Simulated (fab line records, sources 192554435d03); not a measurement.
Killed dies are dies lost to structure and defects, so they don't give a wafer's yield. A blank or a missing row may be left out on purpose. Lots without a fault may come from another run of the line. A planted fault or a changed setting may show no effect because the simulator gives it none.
One fault seen from 2 desks | flow n5_finfet | each desk has only its own numbers; what lay behind them comes last

THE METROLOGY DESK
What the gauges read, lot by lot, whatever tool the lot ran on: means of the sampled wafers that have a number. A lot is out of limits, marked OUT, if its mean lies more than 4 standard deviations from the usual mean; the brackets give that distance. Of its 12 readings 7 are shown: the one that was out of limits first, and those that lie furthest out on some lot.
Columns: A = DIBL_N at N5_BEOL_M4_RC_MEAS_101, usual 36.6 mV/V; B = DIBL_P at N5_BEOL_M4_RC_MEAS_101, usual 36.5 mV/V; C = IOFF_N at N5_BEOL_M4_RC_MEAS_101, usual 0.17 nA/um; D = ION_N at N5_BEOL_M4_RC_MEAS_101, usual 674 uA/um; E = SS_N at N5_BEOL_M4_RC_MEAS_101, usual 71.7 mV/dec; F = VT_N at N5_BEOL_M4_RC_MEAS_101, usual 249 mV; G = M12_ILD_THK at N5_BEOL_M12_THK_MEAS_01, usual 655 nm
lot  | first seen here | A    | B    | C    | D   | E    | F   | G
L295 | day 8 23:49     | 34.5 | 33.4 | 0.14 | 670 | 70.3 | 250 | 656
L298 | day 9 02:46     | 37.0 | 35.1 | 0.15 | 649 | 71.1 | 252 | 646
L300 | day 9 16:56     | 40.6 | 41.2 | 0.24 | 688 | 72.4 | 246 | 650
L302 | day 10 02:48    | 35.5 | 36.2 | 0.16 | 680 | 70.9 | 249 | 661
L309 | day 12 06:08    | 33.8 | 33.5 | 0.12 | 651 | 70.5 | 256 | 282 (-34) OUT
L310 | day 12 10:00    | 38.2 | 39.2 | 0.18 | 668 | 72.2 | 248 | 462 (-18) OUT
L314 | day 12 20:22    | 36.2 | 36.3 | 0.17 | 673 | 71.7 | 249 | 657
L315 | day 14 02:22    | 38.1 | 39.9 | 0.21 | 685 | 71.8 | 246 | 649
L317 | day 14 08:18    | 37.1 | 35.0 | 0.16 | 676 | 72.0 | 249 | 656
This desk's finding: out of limits on L309, L310; first on L309, day 14 22:32 (M12_ILD_THK at N5_BEOL_M12_THK_MEAS_01). In limits: L295, L298, L300, L302, L314, L315, L317.

THE TOOL OWNER'S DESK: pecvd-03
The tool's own readings at N5_BEOL_M12_ILD_DEP_00 (deposits SiOC from DEMS/O2, target thk 658.92 nm, time 130.7 s): means of the sampled wafers that have a number, for each lot that ran on this tool. A lot is out of limits, marked OUT, if its mean lies more than 4 standard deviations from the usual mean; the brackets give that distance.
Columns: A = heater_power_w at N5_BEOL_M12_ILD_DEP_00, usual 517 W; B = run_length_s at N5_BEOL_M12_ILD_DEP_00, usual 175.6 s; C = showerhead_plenum_p_Torr at N5_BEOL_M12_ILD_DEP_00, usual 5.702 Torr; D = throttle_valve_pct at N5_BEOL_M12_ILD_DEP_00, usual 11.4 %
lot  | first seen here | A   | B                      | C     | D
L295 | day 11 11:05    | 511 | 175.2                  | 5.706 | 10.8
L300 | day 12 12:22    | 594 | 174.8                  | 5.709 | 11.3
L309 | day 14 22:24    | 527 | 98.7 (-99 or more) OUT | 5.710 | 11.1
L310 | day 15 05:49    | 524 | 136.7 (-55) OUT        | 5.704 | 10.9
This desk's finding: out of limits on L309, L310; first on L309, day 14 22:24 (run_length_s at N5_BEOL_M12_ILD_DEP_00). In limits: L295, L300.

PUT TOGETHER
The tool owner's desk could have raised an alarm at day 14 22:24, on L309, L310.
The metrology desk could have raised an alarm at day 14 22:32, on L309, L310.
Of the lots named, all ran N5_BEOL_M12_ILD_DEP_00 on pecvd-03.

WHAT THE SIMULATOR HAD PUT IN
Process parameter drift: pecvd-03, from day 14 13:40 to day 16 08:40, at N5_BEOL_M12_ILD_DEP_00. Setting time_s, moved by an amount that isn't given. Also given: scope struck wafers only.
Lots struck among those shown: L309, L310.
Hours from the fault's start to each desk's first reading out of limits: the tool owner's desk, 9; the metrology desk, 9.
